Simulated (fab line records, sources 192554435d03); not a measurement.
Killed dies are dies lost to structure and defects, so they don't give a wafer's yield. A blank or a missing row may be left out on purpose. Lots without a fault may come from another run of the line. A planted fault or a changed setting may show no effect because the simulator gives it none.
A struck lot beside a sound one | flow n5_finfet | 28 steps out of a route of 1938
Sound: wafers L873.3, L873.5, L873.6. Struck: wafers L885.4, L885.5. The cause comes at the end.
At each step with rows: each side's tool, then ch and its chambers, then its first start. Under that, the readings that differ: sound wafers | struck wafers | difference of the means | sigmas: that difference in standard deviations of wafers without a fault.
alike: readings whose means differ by less than 2 such deviations, and words and numbers that are the same on both sides. not compared: withheld readings, readings that some wafer has no value for, bounds like >300 that may hide the same value, and numbers for which the record gives no deviation and whose values overlap.
The two part at a step that has a row with sigmas, a row that says differs or no value, or rows on one side only. Numbers that don't overlap but have no deviation are shown without sigmas and don't part them. A reading that every wafer of one side lacks parts them only if that side has two wafers or more.

N5_STI_FIN_REVEAL_ALD_14: deposits Si3N4, target thk 3 nm.
  sound on ald_sin-03 ch 0,3, day 2 17:17; struck on ald_sin-02 ch 0,2, day 5 19:51
  alike: heater_power_w
then, 3 steps without rows for these wafers: N5_STI_FIN_REVEAL_FCVD_FILL_01 (material SiO2 flowable, target thk 312 nm, time 512.2 s); N5_STI_FIN_REVEAL_DENSIFY_02 (time 1800 s); N5_STI_FIN_REVEAL_CMP_04 (polishes, stops on Si3N4, t overpolish 4 s, target thk 131.83 nm).
N5_STI_FIN_REVEAL_THK_MEAS_05:
  sound on film_metro-01, day 2 22:37; struck on film_metro-02, day 6 01:11
  alike: thk_nm
N5_STI_FIN_REVEAL_DENSIFY_30:
  sound on rtp_anneal-01 ch 0, day 2 22:43; struck on rtp_anneal-01 ch 0, day 6 01:18
  alike: lamp_power_pct, lamp_zone_7_pct
  not compared: wafer_temp_C_max
N5_STI_FIN_REVEAL_ETCHBACK_08: etches SiO2 in C4F6/O2, target depth 30.5 nm, time 10.167 s.
  sound on rie_diel-03 ch 2,3, day 2 22:52; struck on rie_diel-04 ch 2,3, day 6 01:26
  alike: drypump_motor_current_A, mfc_ar_sccm, oes_product_au, rf_vpp_V, showerhead_plenum_p_Torr, throttle_valve_pct
  not compared: rf_hours_counter_h
then, 5 steps without rows for these wafers: N5_STI_FIN_REVEAL_STRIP_24 (strips in N2/H2, time 90 s); N5_STI_FIN_REVEAL_PRECLEAN_25 (cleans in SPM, time 90 s); N5_STI_FIN_REVEAL_PRECLEAN_26 (cleans in SC1, time 45 s); N5_STI_FIN_REVEAL_PRECLEAN_29 (cleans in DHF, time 30 s); N5_STI_FIN_REVEAL_SRD_12 (time 30 s).
N5_STI_FIN_REVEAL_RECESS_09: chemistry HF/NH3, target SiO2, afs cycles 11, target depth 42.5 nm, sublimation time 60 s.
  sound on vapor_etch-01 ch 0,1, day 2 23:38; struck on vapor_etch-01 ch 0,1, day 6 02:13
  alike: drypump_motor_current_A, sublimation_temp_c
then, 2 steps without rows for these wafers: N5_STI_FIN_REVEAL_STRIP_16 (strips SiNx in H3PO4, target depth 23.8 nm); N5_STI_FIN_REVEAL_PRECLEAN_17 (cleans in NF3:NH3, afs cycles 1, time 20 s, sublimation time 60 s).
N5_STI_FIN_REVEAL_ETCH_34: etches Si in H2, material Si, target depth 0.97 nm.
  sound on rie_si-05 ch 0,1,2, day 3 01:26; struck on rie_si-01 ch 1,3, day 6 03:47
  alike: drypump_motor_current_A, oes_product_au, throttle_valve_pct
  not compared: rf_hours_counter_h
N5_STI_FIN_REVEAL_OXIDATION_31: chemistry O2 PLASMA REMOTE, time 20 s.
  sound on plasma_asher-02 ch 0,1, day 3 01:31; struck on plasma_asher-01 ch 0,1, day 6 03:52
  reading            | sound       | struck  | difference | sigmas
  heater_power_w (W) | 156 158 160 | 130 125 | -30        | -2
  alike: drypump_motor_current_A
  not compared: rf_hours_counter_h
then, 6 steps without rows for these wafers: N5_STI_FIN_REVEAL_PRECLEAN_32 (cleans in NF3:NH3, afs cycles 1, time 20 s, sublimation time 60 s); N5_STI_FIN_REVEAL_STRIP_35 (strips Si3N4 in H3PO4, target depth 4 nm, time 39 s); N5_STI_FIN_REVEAL_SRD_21 (time 30 s); N5_STI_FIN_REVEAL_OXIDATION_33 (chemistry O2 PLASMA REMOTE, time 20 s); N5_STI_FIN_REVEAL_CLEAN_19 (cleans in O3/DIW, time 120 s); N5_STI_FIN_REVEAL_SRD_23 (time 30 s).
N5_STI_FIN_REVEAL_CD_MEAS_22: target cd 6.238 nm, pitch 28 nm.
  sound on cd_sem-03, day 3 02:03; struck on cd_sem-02, day 6 04:22
  alike: cd_nm
N5_STI_FIN_REVEAL_FIN_H_MEAS_10:
  sound on ocd-02, day 3 02:05; struck on ocd-02, day 6 04:24
  reading              | sound          | struck    | difference | sigmas
  trench_depth_nm (nm) | 51.6 53.0 52.0 | 56.7 55.7 | +4.0       | +4
then, 1 step without rows for these wafers: N5_STI_FIN_REVEAL_PRECLEAN_18 (cleans in SC2, time 45 s).
-- the record jumps here: 5 days lie between the struck wafers' starts before and after (it left off in module STI_FIN_REVEAL and takes up again in module BEOL_M4, whose first step shown is number 1111 of the route) --
N5_BEOL_M4_RC_MEAS_101:
  sound on prober-01 ch 0, day 8 05:34; struck on prober-02 ch 0, day 11 11:53
  reading       | sound       | struck  | difference | sigmas
  ION_N (uA/um) | 689 654 692 | 713 716 | +36        | +2
  ION_P (uA/um) | 462 450 461 | 494 498 | +38        | +3
  alike: DIBL_N, DIBL_P, IOFF_N, IOFF_P, SS_N, SS_P, VT_N, VT_P
-- the record jumps here: 5 days lie between the struck wafers' starts before and after (it left off in module BEOL_M4 and takes up again in module PASSIVATION, whose first step shown is number 1936 of the route) --
N5_PASSIVATION_PROBE_49:
  sound on prober-02, day 12 08:08; struck on prober-02, day 16 00:25
  reading         | sound   | struck | difference | sigmas
  killed_at_M4_up | 12 12 5 | 27 20  | +14        | +2
  alike: defect_limited_yield, killed_at_M0_to_M3, killed_at_contacts, killed_at_front_end, killed_at_other, killed_dies, killed_on_rim, killed_open, killed_short, sort_bin_4_leakage, sort_bin_5_function, sort_bin_6_memory, sort_n_pass, sort_yield_pct

WHERE THEY PART
First at N5_STI_FIN_REVEAL_OXIDATION_31; last, within this record, at N5_PASSIVATION_PROBE_49.

WHY: what the simulator had put in
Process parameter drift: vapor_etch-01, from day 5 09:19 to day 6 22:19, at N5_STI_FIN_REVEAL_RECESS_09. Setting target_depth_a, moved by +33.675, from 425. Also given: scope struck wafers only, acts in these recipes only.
